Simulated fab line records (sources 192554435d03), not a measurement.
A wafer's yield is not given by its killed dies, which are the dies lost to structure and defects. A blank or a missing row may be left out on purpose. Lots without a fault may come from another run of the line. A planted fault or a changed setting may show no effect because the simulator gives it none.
fab line records	flow n5Finfet
record lots=24	wafers=72	lastDay=18
route steps=1938 shown BEOL_M3@1000 BEOL_M4@1034
lots untouched by any fault: they come from a run of this same line in which no faults occurred
startH: start of the lot's first displayed wafer, in hours after the record's first day	waitH: hours elapsed since this lot's preceding step	" the same as in the row above	L1.1+2: a row that stands for several wafers	- no value present, or no start provided	* or withheld: withheld	< > ~ a bound
route shown NAME@n: NAME is a module with steps in the file, n the number in the route of the first one	usual: mean/standard deviation taken from wafers without a fault	same: alike in all rows	chamber/n: place in a boat	sites: each site's reading	_std_site: how widely they spread, as a standard deviation	_edge_site: inner sites' mean taken away from outer sites' mean	radiusMm: for every site, how far away it sits from the centre of the wafer	mask NAME#n: copy n	behind: the most recent tool/chamber to have shaped the wafer	hold: why the lot was held/for how many hours/how that ended	device: which transistor (n, p or np) failed to switch	end of line: the same wafers' tests at the end of the route	for a step that has no rows: nothing shown but its recipe	killed: the dies lost at the first sort to structure and to defects; this is not the yield of the wafer	map: dies across one wafer; x = killed, . = not, _ = none there
set.NAME: the setting as run; set.NAME@STEP: as run at that earlier step	model.NAME: the simulator's own value behind a step, which no gauge read
a sample of lots followed through the steps of the route, with each step as a table and each wafer as a row
services: from which hour (startH, from the record's first day; less than 0 if before it) a tool's chamber was out of use, for how many hours, and why
## steps
# step N5_BEOL_M3_SPUTTER_86
# recipe material=Cu	targetThkA=45	tempC=-20	chamberPressurePa=0.07	powerW=withheld	timeS=8.29
# usual substrateTempC=-20.01/0.11	throttleValvePct=29.4/0.77
lot.wafer	tool	chamber	startH	waitH	substrateTempC	throttleValvePct
L074.1	pvdSputter-02	-	150.34	0.1	-20.05	29.9
L074.4	"	-	"	"	-19.82	27.8
L074.5	"	-	"	"	-19.87	27.9
L076.1	pvdSputter-02	-	168.04	0.1	-19.87	30.6
L076.3	"	-	"	"	-20.02	28.1
L076.5	"	-	"	"	-19.99	30.4
L075.3	pvdSputter-02	-	174.70	0.1	-20.05	28.2
L075.5	"	-	"	"	-20.06	29.9
L075.6	"	-	"	"	-20.12	30.5
L078.1	pvdSputter-01	-	191.37	0.1	-20.20	30.1
L078.4	"	-	"	"	-19.93	30.0
L078.5	"	-	"	"	-19.96	29.8
L077.1	pvdSputter-02	-	202.65	0.1	-20.01	29.7
L077.5	"	-	"	"	-19.99	30.4
L077.6	"	-	"	"	-19.95	29.6
L079.2	pvdSputter-02	-	212.44	0.1	-20.20	27.9
L079.4	"	-	"	"	-19.95	29.6
L079.6	"	-	"	"	-20.16	27.7
L083.1	pvdSputter-02	-	219.38	0.1	-19.96	30.1
L083.2	"	-	"	"	-19.84	29.2
L083.5	"	-	"	"	-19.86	29.3
L081.1	pvdSputter-03	-	220.62	0.1	-19.90	29.2
L081.2	"	-	"	"	-20.06	30.5
L081.5	"	-	"	"	-19.98	29.4
L080.1	pvdSputter-03	-	225.19	0.1	-20.08	29.0
L080.2	"	-	"	"	-19.89	29.3
L080.5	"	-	"	"	-20.07	28.9
L084.1	pvdSputter-01	-	230.96	0.1	-19.82	30.7
L084.4	"	-	"	"	-19.98	28.3
L084.5	"	-	"	"	-20.07	30.7
L085.2	pvdSputter-03	-	235.25	0.1	-19.89	29.0
L085.5	"	-	"	"	-20.15	28.6
L085.6	"	-	"	"	-20.15	29.6
L082.2	pvdSputter-03	-	237.13	0.1	-20.34	28.9
L082.4	"	-	"	"	-20.00	29.7
L082.5	"	-	"	"	-20.03	28.8
L087.3	pvdSputter-01	-	237.72	0.1	-20.05	30.5
L087.5	"	-	"	"	-20.09	30.6
L087.6	"	-	"	"	-20.21	29.9
L086.1	pvdSputter-03	-	242.41	0.1	-20.13	30.2
L086.3	"	-	"	"	-20.16	28.9
L086.4	"	-	"	"	-19.97	29.2
L090.1	pvdSputter-01	-	253.33	0.1	-20.06	29.5
L090.4	"	-	"	"	-19.93	30.5
L090.5	"	-	"	"	-20.00	29.8
L088.1	pvdSputter-01	-	255.33	0.1	-19.98	30.5
L088.2	"	-	"	"	-19.85	28.5
L088.3	"	-	"	"	-19.89	29.5
L089.1	pvdSputter-02	-	266.53	0.1	-20.12	30.3
L089.4	"	-	"	"	-19.82	29.5
L089.6	"	-	"	"	-19.91	29.7
L091.1	pvdSputter-03	-	273.59	0.1	-19.86	29.0
L091.4	"	-	"	"	-19.92	29.6
L091.5	"	-	"	"	-19.74	29.0
L092.1	pvdSputter-02	-	277.32	0.1	-20.19	29.1
L092.4	"	-	"	"	-19.94	28.3
L092.5	"	-	"	"	-20.02	27.9
L093.1	pvdSputter-02	-	284.35	0.1	-20.01	28.0
L093.4	"	-	"	"	-19.92	29.1
L093.6	"	-	"	"	-20.10	29.7
L096.1	pvdSputter-03	-	289.77	0.1	-19.93	28.5
L096.3	"	-	"	"	-20.11	29.7
L096.5	"	-	"	"	-20.06	28.5
L095.3	pvdSputter-01	-	292.02	0.1	-19.96	29.9
L095.5	"	-	"	"	-20.11	30.8
L095.6	"	-	"	"	-19.93	29.8
L094.1	pvdSputter-03	-	292.37	0.1	-19.96	29.6
L094.5	"	-	"	"	-19.92	28.8
L094.6	"	-	"	"	-19.88	29.1
L097.2	pvdSputter-02	-	305.59	0.1	-20.15	27.9
L097.4	"	-	"	"	-19.88	29.7
L097.6	"	-	"	"	-19.85	29.9
# step N5_BEOL_M3_SPUTTER_88
# recipe material=Cu	targetThkA=45	tempC=-20	chamberPressurePa=0.07	powerW=withheld	timeS=8.29
# usual substrateTempC=-20.00/0.091	throttleValvePct=29.5/0.76
lot.wafer	tool	chamber	startH	waitH	substrateTempC	throttleValvePct
L074.1	pvdSputter-02	-	150.56	0.1	-19.95	29.9
L074.4	"	-	"	"	-19.88	28.1
L074.5	"	-	"	"	-19.97	28.1
L076.1	pvdSputter-02	-	168.26	0.1	-20.01	30.7
L076.3	"	-	"	"	-20.01	28.2
L076.5	"	-	"	"	-19.95	30.5
L075.3	pvdSputter-02	-	174.92	0.1	-19.94	28.0
L075.5	"	-	"	"	-20.14	29.7
L075.6	"	-	"	"	-19.85	30.2
L078.1	pvdSputter-01	-	191.59	0.1	-20.14	29.8
L078.4	"	-	"	"	-20.20	29.9
L078.5	"	-	"	"	-20.07	30.0
L077.1	pvdSputter-02	-	202.87	0.1	-19.90	29.9
L077.5	"	-	"	"	-20.09	30.4
L077.6	"	-	"	"	-20.00	29.7
L079.2	pvdSputter-02	-	212.66	0.1	-20.00	28.1
L079.4	"	-	"	"	-20.05	29.5
L079.6	"	-	"	"	-19.97	27.8
L083.1	pvdSputter-02	-	219.60	0.1	-19.98	30.4
L083.2	"	-	"	"	-19.99	29.2
L083.5	"	-	"	"	-19.75	28.9
L081.1	pvdSputter-03	-	220.86	0.1	-19.98	29.2
L081.2	"	-	"	"	-20.02	30.1
L081.5	"	-	"	"	-19.79	29.2
L080.1	pvdSputter-03	-	225.41	0.1	-19.96	28.5
L080.2	"	-	"	"	-19.98	29.3
L080.5	"	-	"	"	-19.99	28.9
L084.1	pvdSputter-01	-	231.18	0.1	-20.06	30.6
L084.4	"	-	"	"	-20.10	28.4
L084.5	"	-	"	"	-19.84	30.6
L085.2	pvdSputter-03	-	235.47	0.1	-20.02	29.2
L085.5	"	-	"	"	-20.02	28.6
L085.6	"	-	"	"	-19.99	29.6
L082.2	pvdSputter-03	-	237.35	0.1	-20.17	28.6
L082.4	"	-	"	"	-20.17	29.8
L082.5	"	-	"	"	-20.00	28.7
L087.3	pvdSputter-01	-	237.94	0.1	-20.18	30.6
L087.5	"	-	"	"	-20.11	30.7
L087.6	"	-	"	"	-20.12	29.9
L086.1	pvdSputter-03	-	242.63	0.1	-19.95	30.2
L086.3	"	-	"	"	-19.85	28.8
L086.4	"	-	"	"	-20.12	29.4
L090.1	pvdSputter-01	-	253.55	0.1	-20.00	29.5
L090.4	"	-	"	"	-20.08	30.7
L090.5	"	-	"	"	-20.12	29.8
L088.1	pvdSputter-01	-	255.55	0.1	-19.92	30.7
L088.2	"	-	"	"	-19.96	28.6
L088.3	"	-	"	"	-19.85	29.7
L089.1	pvdSputter-02	-	266.75	0.1	-20.05	30.3
L089.4	"	-	"	"	-20.03	29.3
L089.6	"	-	"	"	-20.15	29.7
L091.1	pvdSputter-03	-	273.81	0.1	-19.97	29.4
L091.4	"	-	"	"	-19.94	29.7
L091.5	"	-	"	"	-19.99	29.3
L092.1	pvdSputter-02	-	277.54	0.1	-20.04	29.3
L092.4	"	-	"	"	-20.01	27.9
L092.5	"	-	"	"	-20.18	28.1
L093.1	pvdSputter-02	-	284.57	0.1	-19.90	27.9
L093.4	"	-	"	"	-20.06	29.1
L093.6	"	-	"	"	-19.89	29.9
L096.1	pvdSputter-03	-	289.99	0.1	-20.07	28.6
L096.3	"	-	"	"	-20.08	29.7
L096.5	"	-	"	"	-20.00	28.5
L095.3	pvdSputter-01	-	292.24	0.1	-19.91	29.6
L095.5	"	-	"	"	-19.90	30.6
L095.6	"	-	"	"	-19.99	29.7
L094.1	pvdSputter-03	-	292.59	0.1	-19.96	29.5
L094.5	"	-	"	"	-20.02	28.6
L094.6	"	-	"	"	-20.02	29.2
L097.2	pvdSputter-02	-	305.81	0.1	-20.00	28.0
L097.4	"	-	"	"	-19.86	29.7
L097.6	"	-	"	"	-19.84	29.7
# step N5_BEOL_M3_ANNEAL_91
# recipe tempC=400	timeS=240	ambient=vacuum
# usual heaterPowerW=787/67
lot.wafer	tool	chamber	startH	waitH	heaterPowerW
L074.1	pvdSputter-02	-	150.86	0.0	799
L074.4	"	-	"	"	862
L074.5	"	-	"	"	836
L076.1	pvdSputter-02	-	168.56	0.0	748
L076.3	"	-	"	"	817
L076.5	"	-	"	"	767
L075.3	pvdSputter-02	-	175.22	0.0	833
L075.5	"	-	"	"	820
L075.6	"	-	"	"	776
L078.1	pvdSputter-01	-	191.89	0.0	719
L078.4	"	-	"	"	624
L078.5	"	-	"	"	631
L077.1	pvdSputter-02	-	203.17	0.0	813
L077.5	"	-	"	"	745
L077.6	"	-	"	"	796
L079.2	pvdSputter-02	-	212.96	0.0	850
L079.4	"	-	"	"	786
L079.6	"	-	"	"	826
L083.1	pvdSputter-02	-	219.90	0.0	759
L083.2	"	-	"	"	910
L083.5	"	-	"	"	905
L081.1	pvdSputter-03	-	221.17	0.0	744
L081.2	"	-	"	"	802
L081.5	"	-	"	"	721
L080.1	pvdSputter-03	-	225.71	0.0	837
L080.2	"	-	"	"	721
L080.5	"	-	"	"	830
L084.1	pvdSputter-01	-	231.48	0.0	768
L084.4	"	-	"	"	751
L084.5	"	-	"	"	777
L085.2	pvdSputter-03	-	235.77	0.0	712
L085.5	"	-	"	"	817
L085.6	"	-	"	"	865
L082.2	pvdSputter-03	-	237.65	0.0	823
L082.4	"	-	"	"	870
L082.5	"	-	"	"	819
L087.3	pvdSputter-01	-	238.24	0.0	743
L087.5	"	-	"	"	779
L087.6	"	-	"	"	726
L086.1	pvdSputter-03	-	242.93	0.0	770
L086.3	"	-	"	"	817
L086.4	"	-	"	"	733
L090.1	pvdSputter-01	-	253.85	0.0	626
L090.4	"	-	"	"	784
L090.5	"	-	"	"	617
L088.1	pvdSputter-01	-	255.85	0.0	765
L088.2	"	-	"	"	762
L088.3	"	-	"	"	730
L089.1	pvdSputter-02	-	267.05	0.0	770
L089.4	"	-	"	"	888
L089.6	"	-	"	"	825
L091.1	pvdSputter-03	-	274.11	0.0	735
L091.4	"	-	"	"	870
L091.5	"	-	"	"	732
L092.1	pvdSputter-02	-	277.84	0.0	914
L092.4	"	-	"	"	832
L092.5	"	-	"	"	837
L093.1	pvdSputter-02	-	284.87	0.0	860
L093.4	"	-	"	"	886
L093.6	"	-	"	"	805
L096.1	pvdSputter-03	-	290.29	0.0	822
L096.3	"	-	"	"	867
L096.5	"	-	"	"	822
L095.3	pvdSputter-01	-	292.54	0.0	711
L095.5	"	-	"	"	771
L095.6	"	-	"	"	632
L094.1	pvdSputter-03	-	292.89	0.0	857
L094.5	"	-	"	"	835
L094.6	"	-	"	"	736
L097.2	pvdSputter-02	-	306.11	0.0	821
L097.4	"	-	"	"	801
L097.6	"	-	"	"	807
# step N5_BEOL_M3_THK_MEAS_53
# recipe thkMeasGauge=xrf	reads=Cu_of_BEOL_M3_ECD_50
# usual M3_THK=40.7/1.5
lot.wafer	tool	chamber	startH	waitH	M3_THK[nm]
L074.1	filmMetro-01	-	152.23	-	40.2
L074.4	"	-	"	"	44.0
L074.5	"	-	"	"	43.1
L076.1	filmMetro-02	-	169.93	-	41.7
L076.3	"	-	"	"	42.7
L076.5	"	-	"	"	42.5
L075.3	filmMetro-01	-	176.59	-	38.5
L075.5	"	-	"	"	41.3
L075.6	"	-	"	"	39.3
L078.1	filmMetro-02	-	193.25	-	40.1
L078.4	"	-	"	"	42.3
L078.5	"	-	"	"	40.2
L077.1	filmMetro-02	-	204.92	-	37.5
L077.5	"	-	"	"	38.6
L077.6	"	-	"	"	40.0
L079.2	filmMetro-01	-	214.37	-	39.6
L079.4	"	-	"	"	41.7
L079.6	"	-	"	"	42.3
L083.1	filmMetro-01	-	221.49	-	40.1
L083.2	"	-	"	"	38.4
L083.5	"	-	"	"	40.3
L081.1	filmMetro-02	-	222.54	-	39.7
L081.2	"	-	"	"	38.9
L081.5	"	-	"	"	39.4
L080.1	filmMetro-02	-	227.28	-	38.7
L080.2	"	-	"	"	40.4
L080.5	"	-	"	"	41.7
L084.1	filmMetro-01	-	233.00	-	39.1
L084.4	"	-	"	"	41.6
L084.5	"	-	"	"	39.8
L085.2	filmMetro-02	-	237.14	-	40.2
L085.5	"	-	"	"	39.8
L085.6	"	-	"	"	41.3
L082.2	filmMetro-01	-	239.04	-	39.4
L082.4	"	-	"	"	38.4
L082.5	"	-	"	"	40.0
L087.3	filmMetro-01	-	239.61	-	39.9
L087.5	"	-	"	"	39.8
L087.6	"	-	"	"	40.6
L086.1	filmMetro-02	-	244.30	-	40.3
L086.3	"	-	"	"	40.8
L086.4	"	-	"	"	41.0
L090.1	filmMetro-01	-	255.22	-	41.5
L090.4	"	-	"	"	41.0
L090.5	"	-	"	"	41.7
L088.1	filmMetro-01	-	257.73	-	39.5
L088.2	"	-	"	"	39.9
L088.3	"	-	"	"	41.4
L089.1	filmMetro-02	-	268.43	-	38.8
L089.4	"	-	"	"	41.4
L089.6	"	-	"	"	39.9
L091.1	filmMetro-01	-	275.49	-	40.6
L091.4	"	-	"	"	40.9
L091.5	"	-	"	"	41.4
L092.1	filmMetro-01	-	279.21	-	38.4
L092.4	"	-	"	"	39.6
L092.5	"	-	"	"	40.5
L093.1	filmMetro-01	-	286.24	-	42.5
L093.4	"	-	"	"	44.6
L093.6	"	-	"	"	43.3
L096.1	filmMetro-01	-	292.30	-	41.8
L096.3	"	-	"	"	40.9
L096.5	"	-	"	"	41.7
L095.3	filmMetro-02	-	293.91	-	39.5
L095.5	"	-	"	"	41.2
L095.6	"	-	"	"	41.3
L094.1	filmMetro-02	-	294.27	-	40.7
L094.5	"	-	"	"	42.6
L094.6	"	-	"	"	41.9
L097.2	filmMetro-02	-	307.48	-	39.4
L097.4	"	-	"	"	42.1
L097.6	"	-	"	"	42.0
# step N5_BEOL_M4_CD_MEAS_11
# recipe targetCdNm=16.79	landingEnergyEv=500	detector=seInlens	polarity=opening
# usual cdNm=16.77/0.23
lot.wafer	tool	chamber	startH	waitH	cdNm
L074.1	cdSem-02	0	157.26	-	16.58
L074.4	"	0	"	"	16.84
L074.5	"	0	"	"	17.02
L076.1	cdSem-02	0	171.34	-	16.06
L076.3	"	0	"	"	16.90
L076.5	"	0	"	"	16.69
L075.3	cdSem-02	0	177.75	-	16.61
L075.5	"	0	"	"	17.12
L075.6	"	0	"	"	17.12
L078.1	cdSem-01	0	194.62	-	16.34
L078.4	"	0	"	"	16.61
L078.5	"	0	"	"	16.59
L077.1	cdSem-02	0	208.16	-	16.78
L077.5	"	0	"	"	16.89
L077.6	"	0	"	"	17.03
L079.2	cdSem-02	0	215.38	-	15.94
L079.4	"	0	"	"	16.96
L079.6	"	0	"	"	16.47
L083.1	cdSem-01	0	223.10	-	16.69
L083.2	"	0	"	"	16.99
L083.5	"	0	"	"	16.61
L081.1	cdSem-02	0	225.05	-	16.77
L081.2	"	0	"	"	16.31
L081.5	"	0	"	"	17.08
L080.1	cdSem-02	0	228.50	-	16.66
L080.2	"	0	"	"	16.75
L080.5	"	0	"	"	16.77
L084.1	cdSem-02	0	234.59	-	16.83
L084.4	"	0	"	"	16.73
L084.5	"	0	"	"	16.80
L085.2	cdSem-02	0	239.39	-	16.66
L085.5	"	0	"	"	16.32
L085.6	"	0	"	"	16.89
L082.2	cdSem-01	0	240.15	-	16.85
L082.4	"	0	"	"	16.80
L082.5	"	0	"	"	17.15
L087.3	cdSem-02	0	244.17	-	16.71
L087.5	"	0	"	"	17.15
L087.6	"	0	"	"	16.99
L086.1	cdSem-02	0	246.14	-	16.63
L086.3	"	0	"	"	16.49
L086.4	"	0	"	"	16.73
L090.1	cdSem-03	0	257.23	-	16.75
L090.4	"	0	"	"	16.88
L090.5	"	0	"	"	16.62
L088.1	cdSem-01	0	260.09	-	16.98
L088.2	"	0	"	"	16.84
L088.3	"	0	"	"	16.94
L089.1	cdSem-02	0	270.32	-	16.70
L089.4	"	0	"	"	16.85
L089.6	"	0	"	"	16.70
L091.1	cdSem-01	0	276.81	-	16.97
L091.4	"	0	"	"	17.06
L091.5	"	0	"	"	16.66
L092.1	cdSem-02	0	281.02	-	17.24
L092.4	"	0	"	"	16.76
L092.5	"	0	"	"	17.08
L093.1	cdSem-01	0	289.06	-	16.78
L093.4	"	0	"	"	16.66
L093.6	"	0	"	"	16.88
L096.1	cdSem-03	0	294.08	-	16.70
L096.3	"	0	"	"	16.54
L096.5	"	0	"	"	16.79
L095.3	cdSem-03	0	295.90	-	16.70
L095.5	"	0	"	"	16.97
L095.6	"	0	"	"	17.12
L094.1	cdSem-02	0	296.08	-	16.54
L094.5	"	0	"	"	16.75
L094.6	"	0	"	"	17.07
L097.2	cdSem-03	0	308.91	-	16.82
L097.4	"	0	"	"	17.06
L097.6	"	0	"	"	16.86
# step N5_BEOL_M4_ETCH_74
# recipe chemistry=N2/H2	target=underlayer	targetDepthA=65	maskMaterial=CAR-EUV	timeS=5.2	ionEnergyEv=200	pressureMtorr=30	sourceW=840	biasW=150	n2FlowSccm=200	h2FlowSccm=200	ends=cleared
# usual drypumpMotorCurrentA=5.8/0.44	etchRfOnTimeS=5.18/0.092	oesProductAu=0.67/0.059	rfVppV=524.2/2.5	showerheadPlenumPTorr=2.56/0.081	throttleValvePct=17.90/0.3
lot.wafer	tool	chamber	startH	waitH	drypumpMotorCurrentA	etchRfOnTimeS	oesProductAu	rfHoursCounterH	rfVppV	showerheadPlenumPTorr	throttleValvePct
L074.1	rieDiel-01	2	157.58	0.0	5.9	5.15	0.63	181	525.6	2.65	18.18
L074.4	"	2	"	"	5.9	5.20	0.62	-	526.4	2.65	18.17
L074.5	"	1	"	"	5.6	5.04	0.70	-	523.4	2.56	17.48
L076.1	rieDiel-06	2	171.50	0.0	6.9	5.21	0.64	174	521.1	2.52	18.14
L076.3	"	3	"	"	5.4	5.03	0.72	83	523.9	2.57	17.67
L076.5	"	2	"	"	6.8	5.26	0.64	-	522.1	2.52	18.11
L075.3	rieDiel-06	3	177.90	0.0	5.4	5.01	0.72	85	523.7	2.57	17.67
L075.5	"	3	"	"	5.4	5.01	0.73	-	525.0	2.57	17.68
L075.6	"	2	"	"	6.8	5.25	0.65	-	523.0	2.52	18.16
L078.1	rieDiel-06	0	194.78	0.0	5.8	5.20	0.65	143	524.6	2.55	17.90
L078.4	"	1	"	"	5.8	5.04	0.71	86	521.9	2.46	18.15
L078.5	"	1	"	"	5.8	5.05	0.71	-	522.7	2.46	18.16
L077.1	rieDiel-03	3	208.32	0.0	5.1	5.35	0.60	230	522.8	2.40	18.02
L077.5	"	2	"	"	5.6	5.28	0.67	-	526.4	2.67	17.93
L077.6	"	1	"	"	5.8	5.29	0.74	-	529.5	2.69	17.43
L079.2	rieDiel-06	0	215.80	0.0	5.8	5.23	0.64	149	524.7	2.55	17.92
L079.4	"	1	"	"	5.8	5.08	0.70	93	521.6	2.46	18.12
L079.6	"	2	"	"	6.8	5.20	0.62	-	523.6	2.52	18.17
L083.1	rieDiel-03	3	223.38	0.0	5.1	5.32	0.58	235	519.7	2.40	18.06
L083.2	"	1	"	"	5.8	5.28	0.72	48	529.4	2.69	17.44
L083.5	"	1	"	"	5.8	5.30	0.73	-	526.9	2.68	17.47
L081.1	rieDiel-06	1	225.21	0.0	5.7	5.11	0.69	97	522.9	2.46	18.15
L081.2	"	3	"	"	5.4	5.05	0.71	102	524.5	2.56	17.70
L081.5	"	3	"	"	5.5	5.04	0.71	-	524.1	2.56	17.74
L080.1	rieDiel-03	1	228.65	0.0	5.8	5.24	0.74	50	528.3	2.68	17.46
L080.2	"	3	"	"	5.1	5.39	0.59	237	519.7	2.40	18.05
L080.5	"	3	"	"	5.1	5.36	0.59	-	520.3	2.40	18.04
L084.1	rieDiel-01	2	234.75	0.0	5.9	5.18	0.62	206	525.5	2.64	18.21
L084.4	"	0	"	"	5.5	5.16	0.74	52	523.2	2.49	18.28
L084.5	"	3	"	"	6.1	5.12	0.76	-	524.4	2.49	17.37
L085.2	rieDiel-03	3	239.60	0.0	5.1	5.28	0.59	241	523.4	2.40	18.04
L085.5	"	1	"	"	5.8	5.23	0.72	-	525.9	2.68	17.48
L085.6	"	0	"	"	6.0	5.21	0.60	-	525.7	2.61	18.27
L082.2	rieDiel-01	1	240.31	0.0	5.5	5.11	0.68	129	525.6	2.55	17.50
L082.4	"	0	"	"	5.5	5.18	0.72	55	522.1	2.48	18.29
L082.5	"	2	"	"	5.9	5.17	0.61	-	525.9	2.64	18.22
L087.3	rieDiel-01	1	244.32	0.0	5.5	5.12	0.68	131	525.7	2.55	17.53
L087.5	"	3	"	"	6.1	5.14	0.74	-	520.6	2.49	17.39
L087.6	"	2	"	"	5.9	5.19	0.61	-	525.7	2.63	18.23
L086.1	rieDiel-06	3	246.30	0.0	5.4	5.08	0.70	110	523.6	2.56	17.73
L086.3	"	0	"	"	5.7	5.23	0.63	160	523.9	2.54	17.94
L086.4	"	1	"	"	5.8	5.10	0.69	104	522.9	2.45	18.19
L090.1	rieDiel-01	3	257.55	0.0	6.1	5.12	0.73	33	522.1	2.48	17.39
L090.4	"	0	"	"	5.5	5.18	0.72	61	524.5	2.48	18.30
L090.5	"	3	"	"	6.1	5.15	0.74	-	518.9	2.48	17.39
L088.1	rieDiel-03	1	260.25	0.0	5.8	5.32	0.73	61	526.6	2.68	17.49
L088.2	"	2	"	"	5.6	5.34	0.66	133	527.3	2.66	17.96
L088.3	"	3	"	"	5.1	5.35	0.58	244	520.9	2.40	18.04
L089.1	rieDiel-06	0	270.76	0.0	5.8	5.21	0.61	167	523.5	2.54	17.94
L089.4	"	0	"	"	5.8	5.14	0.64	-	524.1	2.54	17.92
L089.6	"	3	"	"	5.4	5.08	0.69	-	522.5	2.56	17.74
L091.1	rieDiel-03	2	276.97	0.0	5.7	5.30	0.66	141	525.6	2.65	17.95
L091.4	"	3	"	"	5.1	5.38	0.57	-	518.6	2.39	18.07
L091.5	"	1	"	"	5.8	5.28	0.71	-	527.1	2.68	17.50
L092.1	rieDiel-06	2	281.19	0.0	6.8	5.25	0.61	215	522.1	2.51	18.23
L092.4	"	3	"	"	5.4	5.15	0.69	-	525.6	2.55	17.75
L092.5	"	2	"	"	6.8	5.22	0.61	-	522.9	2.51	18.21
L093.1	rieDiel-03	1	289.66	0.0	5.8	5.26	0.71	73	527.3	2.67	17.50
L093.4	"	1	"	"	5.8	5.23	0.72	-	528.0	2.67	17.51
L093.6	"	0	"	"	6.0	5.04	0.86	-	525.9	2.60	17.89
L096.1	rieDiel-01	1	294.24	0.0	5.6	5.09	0.66	146	525.4	2.54	17.54
L096.3	"	3	"	"	6.1	5.09	0.73	44	520.6	2.48	17.40
L096.5	"	2	"	"	5.9	5.16	0.59	-	524.8	2.63	18.25
L095.3	rieDiel-01	1	296.05	0.0	5.5	5.08	0.66	147	521.7	2.54	17.53
L095.5	"	3	"	"	6.2	5.15	0.72	-	523.2	2.48	17.38
L095.6	"	2	"	"	5.9	5.19	0.59	-	525.4	2.63	18.24
L094.1	rieDiel-03	0	296.55	0.0	6.0	5.09	0.84	6	524.1	2.60	17.86
L094.5	"	0	"	"	6.0	5.11	0.84	-	523.8	2.60	17.87
L094.6	"	2	"	"	5.7	5.32	0.64	-	529.5	2.65	17.99
L097.2	rieDiel-06	1	309.07	0.0	5.8	5.01	0.68	121	522.7	2.45	18.21
L097.4	"	0	"	"	5.8	5.25	0.61	184	522.0	2.53	17.97
L097.6	"	3	"	"	5.4	5.11	0.68	-	526.2	2.55	17.76
## services
tool	chamber	startH	hours	kind
rieDiel-01	3	137.44	-	clean
rieDiel-01	3	137.44	-	consumableReplace:focusRing
rieDiel-01	3	137.44	23.2	scheduledDown
rieDiel-01	3	137.44	23.2	ventCycle
pvdSputter-03	-	161.93	6.6	repair
rieDiel-06	-	174.50	0.2	repair
pvdSputter-02	-	185.64	12.6	repair
rieDiel-03	1	191.39	1.3	repair
rieDiel-01	1	247.05	2.6	repair
rieDiel-03	3	247.54	9.3	repair
rieDiel-03	0	259.40	-	clean
rieDiel-03	0	259.40	-	consumableReplace:focusRing
rieDiel-03	0	259.40	20.5	scheduledDown
rieDiel-03	0	259.40	20.5	ventCycle
rieDiel-03	-	267.25	1.6	repair
rieDiel-03	3	279.88	-	clean
rieDiel-03	3	279.88	-	consumableReplace:focusRing
rieDiel-03	3	279.88	-	consumableReplace:showerhead
rieDiel-03	3	279.88	20.9	scheduledDown
rieDiel-03	3	279.88	20.9	ventCycle
## key
fault none
